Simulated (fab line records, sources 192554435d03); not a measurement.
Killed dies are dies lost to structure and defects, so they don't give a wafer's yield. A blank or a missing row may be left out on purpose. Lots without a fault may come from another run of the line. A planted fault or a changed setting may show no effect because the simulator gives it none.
Chamber matching | flow n5_finfet | N5_HKMG_FIN_CMP_23 on cmp-02: 4 sister chambers
The step polishes, stops on SiNx, t overpolish 10 s, target thk 46.326 nm. 4 wafers are shown with their chamber, then 7 later ones without.

WAFERS WITH THEIR CHAMBER
wafer  | chamber | motor_current_A (A)
L090.2 | 1       | 13.1
L090.3 | 0       | 11.5
L093.3 | 2       | 9.9
L093.4 | 3       | 12.9

WAFERS WITHOUT THEIR CHAMBER
wafer  | motor_current_A (A)
L093.6 | 10.1
L094.1 | 11.1
L094.5 | 11.6
L094.6 | 13.2
L096.2 | 9.3
L096.4 | 10.8
L096.6 | 13.3

WHICH CHAMBER EACH WENT THROUGH
wafer  | from the rows above     | in truth
L093.6 | 2                       | 2
L094.1 | 0                       | 0
L094.5 | 0                       | 0
L094.6 | can't be placed: 1 or 3 | 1
L096.2 | 2                       | 2
L096.4 | can't be placed: 0 or 2 | 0
L096.6 | can't be placed: 1 or 3 | 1
Placed correctly: 4 of 7. Can't be placed from these rows: 3 (the true chamber is among the candidates in 3). Placed wrongly: 0.
How it was worked out, from the rows above alone: a wafer's distance from a chamber is the root of the sum, over the readings, of the square of ((its reading less the chamber's mean) divided by the reading's scatter). The wafer belongs to the nearest chamber; if the next one is less than 2 further off, it can't be placed. A chamber's mean is the mean of its shown wafers. The scatter: with one shown wafer a chamber, the root of the mean of the squares of how far each hidden wafer lies from its nearest shown one.
